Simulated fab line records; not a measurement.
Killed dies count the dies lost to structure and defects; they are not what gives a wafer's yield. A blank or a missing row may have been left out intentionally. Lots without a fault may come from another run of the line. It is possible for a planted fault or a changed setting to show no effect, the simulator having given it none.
Matching of chambers || flow nandHarc || NHARC_A_STAIRCASE_DEP_301 on pecvd-01 has 3 sister chambers
The step deposits SiON, target thk 30 nm. 6 wafers are shown with their chamber, then 10 later ones without.

== WAFERS PAIRED WITH THEIR CHAMBERS ==
{"wafer": "L087.2", "chamber": 2, "heaterPowerW (W)": 642, "rfFwdPowerW (W)": 348.1}
{"wafer": "L087.3", "chamber": 1, "heaterPowerW (W)": 654, "rfFwdPowerW (W)": 346.6}
{"wafer": "L091.2", "chamber": 2, "heaterPowerW (W)": 683, "rfFwdPowerW (W)": 347.9}
{"wafer": "L091.4", "chamber": 0, "heaterPowerW (W)": 640, "rfFwdPowerW (W)": 347.7}
{"wafer": "L093.2", "chamber": 1, "heaterPowerW (W)": 694, "rfFwdPowerW (W)": 345.7}
{"wafer": "L093.4", "chamber": 0, "heaterPowerW (W)": 723, "rfFwdPowerW (W)": 348.1}

== WAFERS WITH NO CHAMBER GIVEN ==
{"wafer": "L093.5", "heaterPowerW (W)": 733, "rfFwdPowerW (W)": 347.9}
{"wafer": "L095.2", "heaterPowerW (W)": 653, "rfFwdPowerW (W)": 348.1}
{"wafer": "L095.4", "heaterPowerW (W)": 645, "rfFwdPowerW (W)": 350.5}
{"wafer": "L095.6", "heaterPowerW (W)": 727, "rfFwdPowerW (W)": 348.5}
{"wafer": "L096.1", "heaterPowerW (W)": 662, "rfFwdPowerW (W)": 348.9}
{"wafer": "L096.3", "heaterPowerW (W)": 695, "rfFwdPowerW (W)": 349.7}
{"wafer": "L096.5", "heaterPowerW (W)": 696, "rfFwdPowerW (W)": 346.6}
{"wafer": "L097.2", "heaterPowerW (W)": 702, "rfFwdPowerW (W)": 349.5}
{"wafer": "L097.3", "heaterPowerW (W)": 659, "rfFwdPowerW (W)": 349.0}
{"wafer": "L097.4", "heaterPowerW (W)": 677, "rfFwdPowerW (W)": 347.7}

== WHICH CHAMBER EACH WENT THROUGH ==
{"wafer": "L093.5", "from the rows above": "can't be placed: 0 or 2", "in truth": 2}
{"wafer": "L095.2", "from the rows above": "can't be placed: 2 or 0", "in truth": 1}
{"wafer": "L095.4", "from the rows above": "can't be placed: 2 or 0", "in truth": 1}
{"wafer": "L095.6", "from the rows above": "can't be placed: 0 or 2", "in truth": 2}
{"wafer": "L096.1", "from the rows above": "can't be placed: 2 or 0", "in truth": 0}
{"wafer": "L096.3", "from the rows above": "can't be placed: 2 or 0", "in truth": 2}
{"wafer": "L096.5", "from the rows above": "can't be placed: 1 or 0", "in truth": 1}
{"wafer": "L097.2", "from the rows above": "can't be placed: 2 or 0", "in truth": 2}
{"wafer": "L097.3", "from the rows above": "can't be placed: 2 or 0", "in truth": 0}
{"wafer": "L097.4", "from the rows above": "can't be placed: 0 or 2", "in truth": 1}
Correct placement for 0 of the 10. These rows do not allow placing 10 (true chamber among the candidates in 7). Wrongly placed: 0.
How it was worked out, from the rows above alone: a wafer's distance from a chamber is the root of the sum, over the readings, of the square of ((its reading less the chamber's mean) divided by the reading's scatter). If the next closest chamber is less than 2 further off than the closest, the wafer can't be placed; otherwise it belongs to the closest. The mean given for a chamber averages the wafers shown for that chamber. The scatter: the root of (the sum of the squares of (reading less its chamber's mean) over the shown wafers, divided by (wafers less chambers)).
